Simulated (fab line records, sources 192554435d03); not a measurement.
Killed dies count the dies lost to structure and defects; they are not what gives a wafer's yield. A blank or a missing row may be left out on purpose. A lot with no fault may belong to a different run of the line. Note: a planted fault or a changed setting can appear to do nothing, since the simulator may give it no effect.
Matching of chambers	flow n5 finfet	4 sister chambers for N5_MOL_CONTACT_COAG_ETCH_124 on rie diel-05
The step etches SiNx in CH3F/O2, stops on SiOC, target depth 6.5 nm. 22 wafers are shown with their chamber, then 11 later ones without.

## WAFERS PAIRED WITH THEIR CHAMBERS
wafer	chamber	drypump motor current A (A)	throttle valve pct (%)	rf vpp V (V)
L075.1	1	5.2	16.46	305
L075.3	2	5.5	16.58	293
L075.6	1	5.2	16.46	306
L080.1	3	4.8	16.38	298
L080.3	1	5.2	16.47	306
L080.5	0	5.9	15.84	296
L082.1	0	5.9	15.87	296
L082.5	3	4.9	16.38	300
L082.6	0	5.9	15.88	295
L083.4	3	4.8	16.38	297
L083.5	3	4.8	16.40	299
L083.6	0	5.9	15.89	296
L084.2	2	5.6	16.12	300
L084.4	1	5.2	16.49	305
L084.5	0	5.9	15.89	295
L085.2	1	5.2	16.50	306
L085.4	0	5.9	15.90	296
L085.6	2	5.5	16.10	300
L086.1	0	5.9	15.88	297
L086.2	1	5.2	16.52	305
L086.3	3	4.9	16.40	299
L087.1	2	5.5	16.12	299

SIGNATURES, as means of the wafers listed above
reading	chamber 0	chamber 1	chamber 2	chamber 3	scatter within a chamber
drypump motor current A	5.900	5.200	5.525	4.840	0.0329
throttle valve pct	15.8786	16.4833	16.2300	16.3880	0.097
rf vpp V	295.86	305.50	298.00	298.60	1.56
Rule: a wafer's distance from a chamber is the root of the sum, over the readings, of the square of ((its reading less the chamber's mean) divided by the reading's scatter). If the next closest chamber is less than 2 further off than the closest, the wafer can't be placed; otherwise it belongs to the closest. How the scatter is found: for the shown wafers, subtract from each reading the mean of its chamber, square and add these, divide the total by (wafers less chambers), then take the root.

## WAFERS WITH NO CHAMBER GIVEN
wafer	drypump motor current A (A)	throttle valve pct (%)	rf vpp V (V)
L087.2	4.8	16.40	299
L087.6	5.5	16.11	300
L093.1	5.9	15.94	297
L093.4	4.9	16.45	300
L093.6	5.5	16.14	301
L095.2	4.8	16.45	300
L095.3	5.6	16.14	300
L095.4	5.2	16.53	304
L096.3	4.8	16.45	300
L096.4	5.2	16.54	305
L096.5	5.9	15.93	295

## WHICH CHAMBER EACH ONE RAN IN
wafer	from the rows above	in truth
L087.2	3	3
L087.6	2	2
L093.1	0	0
L093.4	3	3
L093.6	2	2
L095.2	3	3
L095.3	2	2
L095.4	1	1
L096.3	3	3
L096.4	1	1
L096.5	0	0
Placed correctly: 11 of 11. Number that these rows cannot place: 0. Placed wrongly: 0.
